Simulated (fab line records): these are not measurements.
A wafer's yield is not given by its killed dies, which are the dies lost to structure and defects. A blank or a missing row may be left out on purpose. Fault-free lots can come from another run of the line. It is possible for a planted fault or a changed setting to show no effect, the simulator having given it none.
fab line records -- flow n5-finfet -- part 1 of 2: steps 1 to 16 of 26
record: lots: 5, wafers: 15, last-day: 16
route steps=1938 shown MOL_CONTACT_COAG@526
lots that met no fault: taken from a fault-free run of the same line
start-h: start of the lot's first displayed wafer, in hours after the record's first day -- wait-h: hours from the lot's prior step to this one -- " the same as in the row above -- L1.1+2: a row that stands for several wafers -- - no value present, or no start provided -- * or withheld: withheld -- < > ~ a bound
route shown NAME@n: NAME is a module with steps in the file, n the number in the route of the first one -- usual: mean and standard deviation over wafers with no fault -- same: alike in all rows -- chamber/n: place in a boat -- sites: each site's reading -- _std_site: standard deviation across them -- _edge_site: the outer-site mean with the inner-site mean subtracted -- radius-mm: how far each site lies from the wafer's centre -- mask NAME#n: copy n -- behind: the most recent tool/chamber to have shaped the wafer -- hold: reason for holding the lot/hours on hold/outcome of the hold -- device: which transistor (n, p or np) failed to switch -- end of line: the same wafers' tests at the end of the route -- a step without rows: its recipe alone -- killed: not the wafer's yield, but the dies lost to structure and defects at the first sort -- map: per-die view of a wafer (x killed, . not killed, _ where there is no die)
set.NAME: the setting that was run; set.NAME@STEP: the one run at that earlier step -- model.NAME: the simulator's own value behind a step, which no gauge read
lots seen at some steps along the route; tables by step, rows by wafer
services: from which hour (start-h, from the record's first day; less than 0 if before it) a tool's chamber was out of use, for how many hours, and why
== steps ==
step: N5_MOL_CONTACT_COAG_CD_MEAS_08
recipe: target-cd-nm: 28, landing-energy-ev: 500, detector: se-inlens, polarity: opening
usual: cd-nm: 27.95/0.23
lot.wafer,tool,chamber,start-h,wait-h,cd-nm
L075.2,cd-sem-03,0,97.20,-,28.07
L075.5,cd-sem-03,0,97.20,-,28.39
L075.6,cd-sem-03,0,97.20,-,28.09
L079.2,cd-sem-01,0,120.32,-,27.90
L079.5,cd-sem-01,0,120.32,-,27.89
L079.6,cd-sem-01,0,120.32,-,28.16
L089.2,cd-sem-03,0,175.71,-,28.09
L089.3,cd-sem-03,0,175.71,-,28.02
L089.4,cd-sem-03,0,175.71,-,28.23
L090.2,cd-sem-03,0,190.96,-,28.19
L090.4,cd-sem-03,0,190.96,-,27.85
L090.6,cd-sem-03,0,190.96,-,27.60
L093.1,cd-sem-03,0,211.39,-,27.55
L093.2,cd-sem-03,0,211.39,-,27.80
L093.5,cd-sem-03,0,211.39,-,27.74
step: N5_MOL_CONTACT_COAG_OVL_MEAS_09
recipe: points-per-wafer: 522
usual: CA_OVL: -0.6/0.66
lot.wafer,tool,chamber,start-h,wait-h,CA_OVL[nm]
L075.2,overlay-02,0,97.23,0.0,0.3
L075.5,overlay-02,0,97.23,0.0,0.5
L075.6,overlay-02,0,97.23,0.0,1.0
L079.2,overlay-02,0,120.35,0.0,-0.3
L079.5,overlay-02,0,120.35,0.0,-1.0
L079.6,overlay-02,0,120.35,0.0,-1.5
L089.2,overlay-01,0,175.75,0.0,-0.7
L089.3,overlay-01,0,175.75,0.0,-0.7
L089.4,overlay-01,0,175.75,0.0,-1.4
L090.2,overlay-01,0,190.99,0.0,0.3
L090.4,overlay-01,0,190.99,0.0,0.2
L090.6,overlay-01,0,190.99,0.0,0.6
L093.1,overlay-01,0,211.42,0.0,0.1
L093.2,overlay-01,0,211.42,0.0,-0.3
L093.5,overlay-01,0,211.42,0.0,0.1
step: N5_MOL_CONTACT_COAG_INSPECT_10
recipe: mode: adi, inspect-instrument: brightfield
usual: raw-defect-count: 90/43
lot.wafer,tool,chamber,start-h,wait-h,raw-defect-count
L075.2,defect-inspect-01,-,97.29,0.0,115
L075.5,defect-inspect-01,-,97.29,0.0,68
L075.6,defect-inspect-01,-,97.29,0.0,154
L079.2,defect-inspect-01,-,120.41,0.0,60
L079.5,defect-inspect-01,-,120.41,0.0,37
L079.6,defect-inspect-01,-,120.41,0.0,53
L089.2,defect-inspect-02,-,175.80,0.0,65
L089.3,defect-inspect-02,-,175.80,0.0,79
L089.4,defect-inspect-02,-,175.80,0.0,73
L090.2,defect-inspect-01,-,191.04,0.0,47
L090.4,defect-inspect-01,-,191.04,0.0,68
L090.6,defect-inspect-01,-,191.04,0.0,155
L093.1,defect-inspect-02,-,211.48,0.1,101
L093.2,defect-inspect-02,-,211.48,0.1,101
L093.5,defect-inspect-02,-,211.48,0.1,96
step: N5_MOL_CONTACT_COAG_DESCUM_13
recipe: chemistry: O2, time-s: 7, source-power-w: 50, bias-power-w: 20, pressure-mtorr: 20, rf-frequency-hz: 2.712e+07, temp-c: 40, resist: CAR-EUV, o2-flow-sccm: 225
usual: bias-power-w: 20.01/0.055, drypump-motor-current-A: 5.7/0.51, oes-product-au: 0.80/0.088, rf-vpp-V: 243.5/1.4, showerhead-plenum-p-Torr: 2.13/0.068, throttle-valve-pct: 20.41/0.23
lot.wafer,tool,chamber,start-h,wait-h,bias-power-w,drypump-motor-current-A,oes-product-au,rf-hours-counter-h,rf-vpp-V,showerhead-plenum-p-Torr,throttle-valve-pct
L075.2,rie-diel-03,2,97.32,0.0,20.08,5.0,0.87,46,244.6,2.15,20.71
L075.5,rie-diel-03,2,97.32,0.0,20.03,5.0,0.87,-,242.5,2.15,20.69
L075.6,rie-diel-03,3,97.32,0.0,20.03,5.9,0.85,-,242.6,2.05,20.53
L079.2,rie-diel-03,1,120.44,0.0,19.94,5.5,0.73,164,245.1,2.18,20.46
L079.5,rie-diel-03,1,120.44,0.0,20.05,5.5,0.73,-,244.8,2.18,20.44
L079.6,rie-diel-03,2,120.44,0.0,20.05,5.0,0.85,-,244.0,2.14,20.71
L089.2,rie-diel-03,3,175.84,0.0,20.01,5.9,0.81,99,242.5,2.04,20.60
L089.3,rie-diel-03,2,175.84,0.0,20.06,5.0,0.83,70,243.0,2.14,20.74
L089.4,rie-diel-03,1,175.84,0.0,20.11,5.5,0.73,179,243.1,2.17,20.49
L090.2,rie-diel-06,0,191.12,0.1,20.07,5.7,0.70,223,244.4,2.16,20.52
L090.4,rie-diel-06,1,191.12,0.1,19.99,6.6,0.71,209,243.0,2.18,20.56
L090.6,rie-diel-06,3,191.12,0.1,19.89,5.4,0.94,-,246.1,2.25,20.42
L093.1,rie-diel-01,0,211.51,0.0,20.01,6.3,0.77,126,244.2,2.19,20.25
L093.2,rie-diel-01,1,211.51,0.0,19.97,5.8,0.66,260,240.1,1.96,20.21
L093.5,rie-diel-01,1,211.51,0.0,19.99,5.8,0.66,-,240.7,1.96,20.22
step: N5_MOL_CONTACT_COAG_ETCH_59
recipe: chemistry: N2/H2, target: underlayer, target-depth-a: 130, mask-material: CAR-EUV, time-s: 10.4, ion-energy-ev: 200, pressure-mtorr: 30, source-w: 840, bias-w: 150, n2-flow-sccm: 200, h2-flow-sccm: 200, ends: cleared
usual: drypump-motor-current-A: 5.7/0.51, etch-rf-on-time-s: 10.25/0.27, oes-product-au: 0.69/0.075, rf-vpp-V: 525.0/2.4, showerhead-plenum-p-Torr: 2.58/0.092, throttle-valve-pct: 17.80/0.23
lot.wafer,tool,chamber,start-h,wait-h,drypump-motor-current-A,etch-rf-on-time-s,oes-product-au,rf-hours-counter-h,rf-vpp-V,showerhead-plenum-p-Torr,throttle-valve-pct
L075.2,rie-diel-03,2,97.35,0.0,5.0,10.05,0.75,46,524.6,2.60,18.17
L075.5,rie-diel-03,2,97.35,0.0,5.0,9.99,0.75,-,524.5,2.60,18.17
L075.6,rie-diel-03,3,97.35,0.0,5.9,9.95,0.73,-,520.0,2.45,17.61
L079.2,rie-diel-03,1,120.48,0.0,5.5,9.93,0.64,164,526.1,2.64,17.88
L079.5,rie-diel-03,1,120.48,0.0,5.4,9.94,0.64,-,527.6,2.64,17.89
L079.6,rie-diel-03,2,120.48,0.0,5.0,9.98,0.74,-,525.8,2.60,18.17
L089.2,rie-diel-03,3,175.87,0.0,5.9,10.04,0.71,99,522.0,2.44,17.67
L089.3,rie-diel-03,2,175.87,0.0,5.0,10.07,0.71,70,524.4,2.59,18.21
L089.4,rie-diel-03,1,175.87,0.0,5.5,9.90,0.63,179,524.5,2.63,17.92
L090.2,rie-diel-06,0,191.15,0.0,5.7,10.30,0.59,223,526.0,2.62,17.91
L090.4,rie-diel-06,1,191.15,0.0,6.6,10.36,0.61,209,526.0,2.62,17.80
L090.6,rie-diel-06,3,191.15,0.0,5.4,10.63,0.80,-,528.4,2.70,17.59
L093.1,rie-diel-01,0,211.54,0.0,6.3,10.76,0.64,126,527.3,2.66,17.64
L093.2,rie-diel-01,1,211.54,0.0,5.8,10.50,0.56,260,518.4,2.37,17.57
L093.5,rie-diel-01,1,211.54,0.0,5.7,10.56,0.56,-,519.5,2.37,17.56
step: N5_MOL_CONTACT_COAG_ETCH_105
recipe: chemistry: CF4, target: SiARC, target-depth-a: 156, mask-material: CAR-EUV, time-s: 26, ion-energy-ev: 80, pressure-mtorr: 40, source-w: 545, bias-w: 36, Ar_flow_sccm: 100, cf4-flow-sccm: 100, ends: cleared
usual: drypump-motor-current-A: 5.7/0.51, etch-rf-on-time-s: 25.7/0.63, oes-product-au: 0.68/0.074, rf-vpp-V: 184.4/1.2, showerhead-plenum-p-Torr: 2.17/0.067, throttle-valve-pct: 15.57/0.18
lot.wafer,tool,chamber,start-h,wait-h,drypump-motor-current-A,etch-rf-on-time-s,oes-product-au,rf-hours-counter-h,rf-vpp-V,showerhead-plenum-p-Torr,throttle-valve-pct
L075.2,rie-diel-03,2,97.37,0.0,5.0,25.1,0.74,46,183.6,2.19,15.74
L075.5,rie-diel-03,2,97.37,0.0,5.0,25.3,0.74,-,186.2,2.19,15.74
L075.6,rie-diel-03,3,97.37,0.0,5.9,25.4,0.72,-,183.1,2.08,15.54
L079.2,rie-diel-03,1,120.49,0.0,5.5,24.9,0.64,164,185.9,2.22,15.63
L079.5,rie-diel-03,1,120.49,0.0,5.5,25.2,0.63,-,184.6,2.22,15.64
L079.6,rie-diel-03,2,120.49,0.0,5.0,25.4,0.73,-,182.4,2.18,15.77
L089.2,rie-diel-03,3,175.89,0.0,5.9,25.5,0.70,99,183.4,2.07,15.57
L089.3,rie-diel-03,2,175.89,0.0,5.0,25.4,0.71,70,183.8,2.18,15.78
L089.4,rie-diel-03,1,175.89,0.0,5.4,25.1,0.63,179,185.0,2.21,15.66
L090.2,rie-diel-06,0,191.17,0.0,5.7,25.9,0.59,223,185.8,2.21,15.70
L090.4,rie-diel-06,1,191.17,0.0,6.6,26.2,0.61,209,183.5,2.20,15.64
L090.6,rie-diel-06,3,191.17,0.0,5.4,26.8,0.81,-,185.7,2.27,15.38
L093.1,rie-diel-01,0,211.56,0.0,6.3,27.0,0.64,126,184.8,2.23,15.47
L093.2,rie-diel-01,1,211.56,0.0,5.8,26.2,0.56,260,181.9,2.04,15.69
L093.5,rie-diel-01,1,211.56,0.0,5.7,26.0,0.56,-,182.3,2.04,15.67
step: N5_MOL_CONTACT_COAG_ETCH_106
recipe: chemistry: N2/H2, target: SOC, target-depth-a: 800, overetch-a: 160, mask-material: SiARC, temp-c: 40, time-s: 120, ion-energy-ev: 200, pressure-mtorr: 30, source-w: 840, bias-w: 150, n2-flow-sccm: 200, h2-flow-sccm: 200
usual: drypump-motor-current-A: 5.7/0.51, oes-product-au: 0.71/0.077, rf-vpp-V: 525.0/2.5, showerhead-plenum-p-Torr: 2.58/0.092, throttle-valve-pct: 17.77/0.23
lot.wafer,tool,chamber,start-h,wait-h,drypump-motor-current-A,oes-product-au,rf-hours-counter-h,rf-vpp-V,showerhead-plenum-p-Torr,throttle-valve-pct
L075.2,rie-diel-03,2,97.40,0.0,5.0,0.76,46,524.7,2.60,18.14
L075.5,rie-diel-03,2,97.40,0.0,5.0,0.75,-,524.0,2.60,18.15
L075.6,rie-diel-03,3,97.40,0.0,6.0,0.74,-,522.1,2.45,17.58
L079.2,rie-diel-03,1,120.52,0.0,5.5,0.65,164,526.6,2.64,17.85
L079.5,rie-diel-03,1,120.52,0.0,5.5,0.65,-,527.2,2.64,17.86
L079.6,rie-diel-03,2,120.52,0.0,5.0,0.75,-,524.4,2.60,18.19
L089.2,rie-diel-03,3,175.92,0.0,6.0,0.72,99,522.2,2.44,17.65
L089.3,rie-diel-03,2,175.92,0.0,5.0,0.73,70,523.9,2.59,18.18
L089.4,rie-diel-03,1,175.92,0.0,5.4,0.64,179,525.3,2.63,17.87
L090.2,rie-diel-06,0,191.20,0.0,5.7,0.62,223,526.5,2.62,17.87
L090.4,rie-diel-06,1,191.20,0.0,6.6,0.64,209,525.4,2.62,17.77
L090.6,rie-diel-06,3,191.20,0.0,5.4,0.85,-,528.9,2.70,17.57
L093.1,rie-diel-01,0,211.59,0.0,6.3,0.68,126,527.6,2.65,17.62
L093.2,rie-diel-01,1,211.59,0.0,5.8,0.59,260,519.3,2.37,17.56
L093.5,rie-diel-01,1,211.59,0.0,5.8,0.59,-,519.8,2.37,17.53
step: N5_MOL_CONTACT_COAG_STRIP_107
recipe: chemistry: N2/H2, temp-c: 40, n2-flow-sccm: 200, h2-flow-sccm: 200, rf-frequency-hz: 6e+07
lot.wafer,tool,chamber,start-h,wait-h
L075.2+5+6,rie-diel-03,"2,2,3",97.48,0.0
L079.2+5+6,rie-diel-03,"1,1,2",120.60,0.0
L089.2+3+4,rie-diel-03,"3,2,1",176.00,0.0
L090.2+4+6,rie-diel-06,"0,1,3",191.28,0.0
L093.1+2+5,rie-diel-01,"0,1,1",211.67,0.0
step: N5_MOL_CONTACT_COAG_STRIP_108
recipe: chemistry: N2/H2, temp-c: 40, n2-flow-sccm: 200, h2-flow-sccm: 200, rf-frequency-hz: 6e+07
lot.wafer,tool,chamber,start-h,wait-h
L075.2+5+6,rie-diel-03,"2,2,3",97.49,0.0
L079.2+5+6,rie-diel-03,"1,1,2",120.61,0.0
L089.2+3+4,rie-diel-03,"3,2,1",176.01,0.0
L090.2+4+6,rie-diel-06,"0,1,3",191.29,0.0
L093.1+2+5,rie-diel-01,"0,1,1",211.68,0.0
step: N5_MOL_CONTACT_COAG_CONTACT_ETCH_14
recipe: chemistry: C4F6/O2, target: SiO2, target-depth-a: 275, overetch-a: 85, mask-material: SOC, pressure-mtorr: 30, source-w: 370, bias-w: 185, Ar_flow_sccm: 300, C4F6_flow_sccm: 16, O2_flow_sccm: 10, time-s: 20, ion-energy-ev: 259.6
usual: O2_flow_sccm: 10.00/0.03, drypump-motor-current-A: 5.7/0.51, oes-product-au: 0.68/0.073, rf-vpp-V: 694/3.2, showerhead-plenum-p-Torr: 2.92/0.084, throttle-valve-pct: 21.24/0.22
lot.wafer,tool,chamber,start-h,wait-h,O2_flow_sccm,drypump-motor-current-A,oes-product-au,rf-hours-counter-h,rf-vpp-V,showerhead-plenum-p-Torr,throttle-valve-pct
L075.2,rie-diel-03,2,97.50,0.0,10.00,5.0,0.73,46,695,2.95,21.60
L075.5,rie-diel-03,2,97.50,0.0,9.96,5.0,0.72,-,695,2.95,21.59
L075.6,rie-diel-03,3,97.50,0.0,10.03,6.0,0.71,-,691,2.82,21.37
L079.2,rie-diel-03,1,120.62,0.0,9.97,5.5,0.62,164,696,2.96,21.13
L079.5,rie-diel-03,1,120.62,0.0,10.01,5.5,0.62,-,697,2.96,21.14
L079.6,rie-diel-03,2,120.62,0.0,10.05,5.0,0.72,-,694,2.95,21.61
L089.2,rie-diel-03,3,176.02,0.0,10.03,6.0,0.69,99,690,2.81,21.40
L089.3,rie-diel-03,2,176.02,0.0,10.02,5.0,0.69,70,693,2.94,21.61
L089.4,rie-diel-03,1,176.02,0.0,10.02,5.4,0.61,179,695,2.95,21.16
L090.2,rie-diel-06,0,191.30,0.0,10.01,5.7,0.59,223,695,2.97,21.35
L090.4,rie-diel-06,1,191.30,0.0,10.04,6.6,0.61,209,695,2.97,21.28
L090.6,rie-diel-06,3,191.30,0.0,10.02,5.3,0.82,-,698,3.06,21.10
L093.1,rie-diel-01,0,211.69,0.0,9.97,6.3,0.65,126,698,3.01,21.13
L093.2,rie-diel-01,1,211.69,0.0,9.99,5.8,0.56,260,688,2.75,21.27
L093.5,rie-diel-01,1,211.69,0.0,9.98,5.8,0.56,-,686,2.75,21.27
step: N5_MOL_CONTACT_COAG_STRIP_109
recipe: chemistry: C4F6/O2, resist: SiARC, rf-frequency-hz: 6e+07
lot.wafer,tool,chamber,start-h,wait-h
L075.2+5+6,rie-diel-03,"2,2,3",97.53,0.0
L079.2+5+6,rie-diel-03,"1,1,2",120.65,0.0
L089.2+3+4,rie-diel-03,"3,2,1",176.04,0.0
L090.2+4+6,rie-diel-06,"0,1,3",191.32,0.0
L093.1+2+5,rie-diel-01,"0,1,1",211.72,0.0
step: N5_MOL_CONTACT_COAG_ETCH_15
recipe: chemistry: CH3F/O2, target: SiNx, target-depth-a: 70, mask-material: SOC, stop-on: Si:P, over-etch-frac: 0.75, ion-energy-ev: 120, pressure-mtorr: 30, source-w: 395, bias-w: 73, Ar_flow_sccm: 150, CH3F_flow_sccm: 30, O2_flow_sccm: 20
usual: O2_flow_sccm: 19.99/0.059, drypump-motor-current-A: 5.7/0.51, oes-product-au: 0.58/0.063, rf-vpp-V: 297/5.6, showerhead-plenum-p-Torr: 2.03/0.062, throttle-valve-pct: 16.30/0.2
lot.wafer,tool,chamber,start-h,wait-h,O2_flow_sccm,drypump-motor-current-A,oes-product-au,rf-hours-counter-h,rf-vpp-V,showerhead-plenum-p-Torr,throttle-valve-pct
L075.2,rie-diel-03,2,97.54,0.0,19.99,5.0,0.62,46,292,2.05,16.54
L075.5,rie-diel-03,2,97.54,0.0,19.91,5.0,0.62,-,294,2.05,16.55
L075.6,rie-diel-03,3,97.54,0.0,19.98,6.0,0.61,-,295,1.95,16.38
L079.2,rie-diel-03,1,120.66,0.0,20.02,5.5,0.54,164,298,2.06,16.28
L079.5,rie-diel-03,1,120.66,0.0,20.14,5.5,0.53,-,297,2.06,16.29
L079.6,rie-diel-03,2,120.66,0.0,19.99,5.0,0.62,-,292,2.05,16.57
L089.2,rie-diel-03,3,176.05,0.0,20.06,5.9,0.59,99,295,1.95,16.42
L089.3,rie-diel-03,2,176.05,0.0,19.91,5.0,0.60,70,293,2.05,16.59
L089.4,rie-diel-03,1,176.05,0.0,20.00,5.5,0.53,179,298,2.06,16.32
L090.2,rie-diel-06,0,191.33,0.0,19.91,5.7,0.51,223,306,2.07,16.43
L090.4,rie-diel-06,1,191.33,0.0,20.07,6.6,0.53,209,308,2.07,16.42
L090.6,rie-diel-06,3,191.33,0.0,20.06,5.4,0.70,-,292,2.13,16.12
L093.1,rie-diel-01,0,211.73,0.0,20.04,6.2,0.55,126,300,2.09,16.22
L093.2,rie-diel-01,1,211.73,0.0,19.93,5.7,0.48,260,286,1.90,16.38
L093.5,rie-diel-01,1,211.73,0.0,20.07,5.8,0.48,-,287,1.90,16.39
step: N5_MOL_CONTACT_COAG_ETCH_110
recipe: chemistry: CF4/O2, target: Si, target-depth-a: 25, time-s: 8, pressure-mtorr: 100, source-w: 200, bias-w: 12, ion-energy-ev: 60, Ar_flow_sccm: 100, cf4-flow-sccm: 100, O2_flow_sccm: 10
usual: O2_flow_sccm: 10.00/0.03, drypump-motor-current-A: 5.6/0.51, oes-product-au: 0.80/0.088, rf-vpp-V: 127.2/2.7, showerhead-plenum-p-Torr: 2.26/0.069, throttle-valve-pct: 10.71/0.22
lot.wafer,tool,chamber,start-h,wait-h,O2_flow_sccm,drypump-motor-current-A,oes-product-au,rf-hours-counter-h,rf-vpp-V,showerhead-plenum-p-Torr,throttle-valve-pct
L075.2,rie-diel-03,2,97.60,0.0,10.02,5.0,0.86,46,124.8,2.27,10.78
L075.5,rie-diel-03,2,97.60,0.0,10.02,5.0,0.86,-,125.1,2.27,10.76
L075.6,rie-diel-03,3,97.60,0.0,9.98,5.9,0.84,-,127.0,2.16,10.65
L079.2,rie-diel-03,1,120.72,0.0,10.00,5.5,0.75,164,127.3,2.30,10.82
L079.5,rie-diel-03,1,120.72,0.0,10.06,5.5,0.74,-,127.1,2.30,10.80
L079.6,rie-diel-03,2,120.72,0.0,9.96,5.0,0.85,-,124.4,2.27,10.81
L089.2,rie-diel-03,3,176.11,0.0,10.01,5.9,0.81,99,126.4,2.15,10.71
L089.3,rie-diel-03,2,176.11,0.0,10.01,5.0,0.83,70,125.2,2.26,10.83
L089.4,rie-diel-03,1,176.11,0.0,10.06,5.4,0.73,179,126.8,2.29,10.86
L090.2,rie-diel-06,0,191.39,0.0,10.01,5.7,0.70,223,132.6,2.30,10.93
L090.4,rie-diel-06,1,191.39,0.0,10.00,6.6,0.72,209,132.3,2.28,10.88
L090.6,rie-diel-06,3,191.39,0.0,9.99,5.4,0.95,-,124.2,2.36,10.42
L093.1,rie-diel-01,0,211.79,0.0,9.97,6.2,0.75,126,127.6,2.31,10.65
L093.2,rie-diel-01,1,211.79,0.0,10.03,5.8,0.65,260,124.8,2.12,10.97
L093.5,rie-diel-01,1,211.79,0.0,9.96,5.8,0.65,-,121.9,2.12,10.97
step: N5_MOL_CONTACT_COAG_STRIP_98
recipe: chemistry: N2/H2, power-w: 500, temp-c: 40, pressure-mtorr: 50, rf-frequency-hz: 6e+07, overash-fraction: 0.3, bias-power-w: 8, h2-frac: 0.5, n2-flow-sccm: 300, h2-flow-sccm: 300
usual: bias-power-w: 7.999/0.025, drypump-motor-current-A: 5.7/0.51, oes-product-au: 0.80/0.089, rf-vpp-V: 54.4/1.5, showerhead-plenum-p-Torr: 3.41/0.12, throttle-valve-pct: 18.9/0.46
lot.wafer,tool,chamber,start-h,wait-h,bias-power-w,drypump-motor-current-A,oes-product-au,rf-hours-counter-h,rf-vpp-V,showerhead-plenum-p-Torr,throttle-valve-pct
L075.2,rie-diel-03,2,97.65,0.0,8.019,5.0,0.86,46,54.9,3.43,19.7
L075.5,rie-diel-03,2,97.65,0.0,7.965,5.0,0.86,-,56.4,3.43,19.7
L075.6,rie-diel-03,3,97.65,0.0,8.025,6.0,0.85,-,54.7,3.24,18.4
L079.2,rie-diel-03,1,120.77,0.0,7.971,5.5,0.72,164,55.1,3.48,19.0
L079.5,rie-diel-03,1,120.77,0.0,8.006,5.5,0.72,-,53.6,3.48,19.0
L079.6,rie-diel-03,2,120.77,0.0,7.977,5.0,0.86,-,55.1,3.43,19.7
L089.2,rie-diel-03,3,176.16,0.0,7.982,5.9,0.81,99,51.7,3.23,18.5
L089.3,rie-diel-03,2,176.16,0.0,7.962,5.0,0.84,70,53.1,3.42,19.7
L089.4,rie-diel-03,1,176.16,0.0,8.021,5.5,0.72,179,53.1,3.47,19.1
L090.2,rie-diel-06,0,191.44,0.0,7.974,5.7,0.70,223,53.9,3.45,19.0
L090.4,rie-diel-06,1,191.44,0.0,7.992,6.6,0.72,209,55.3,3.46,18.6
L090.6,rie-diel-06,3,191.44,0.0,7.976,5.4,0.95,-,53.2,3.56,18.6
L093.1,rie-diel-01,0,211.84,0.0,8.013,6.3,0.77,126,55.5,3.50,18.5
L093.2,rie-diel-01,1,211.84,0.0,8.018,5.7,0.65,260,54.0,3.14,18.3
L093.5,rie-diel-01,1,211.84,0.0,7.964,5.8,0.65,-,55.1,3.14,18.3
step: N5_MOL_CONTACT_COAG_CD_MEAS_99
recipe: target-cd-nm: 17.2, polarity: opening
usual: cd-nm: 17.1/0.33
lot.wafer,tool,chamber,start-h,wait-h,cd-nm
L075.2,cd-sem-03,-,97.72,-,17.3
L075.5,cd-sem-03,-,97.72,-,17.7
L075.6,cd-sem-03,-,97.72,-,17.7
L079.2,cd-sem-02,-,120.84,-,16.8
L079.5,cd-sem-02,-,120.84,-,17.0
L079.6,cd-sem-02,-,120.84,-,16.8
L089.2,cd-sem-02,-,176.23,-,17.3
L089.3,cd-sem-02,-,176.23,-,16.7
L089.4,cd-sem-02,-,176.23,-,17.4
L090.2,cd-sem-03,-,191.51,-,17.7
L090.4,cd-sem-03,-,191.51,-,16.7
L090.6,cd-sem-03,-,191.51,-,17.7
L093.1,cd-sem-01,-,211.91,-,17.1
L093.2,cd-sem-01,-,211.91,-,17.2
L093.5,cd-sem-01,-,211.91,-,17.5
step: N5_MOL_CONTACT_COAG_IMPLANT_129
recipe: species: Ge, energy-kev: 3, dose-cm2: 6e+14, tilt-deg: 0, rotation-deg: 0
usual: rotation-deg: -0.006/0.021
lot.wafer,tool,chamber,start-h,wait-h,rotation-deg
L075.2,implanter-02,0,97.78,0.1,0.018
L075.5,implanter-02,0,97.78,0.1,-0.011
L075.6,implanter-02,0,97.78,0.1,0.003
L079.2,implanter-02,0,120.90,0.1,0.055
L079.5,implanter-02,0,120.90,0.1,0.023
L079.6,implanter-02,0,120.90,0.1,0.031
L089.2,implanter-02,0,176.30,0.1,-0.006
L089.3,implanter-02,0,176.30,0.1,-0.045
L089.4,implanter-02,0,176.30,0.1,0.002
L090.2,implanter-01,0,191.58,0.1,-0.013
L090.4,implanter-01,0,191.58,0.1,0.015
L090.6,implanter-01,0,191.58,0.1,-0.012
L093.1,implanter-01,0,211.94,0.0,-0.054
L093.2,implanter-01,0,211.94,0.0,0.022
L093.5,implanter-01,0,211.94,0.0,-0.035
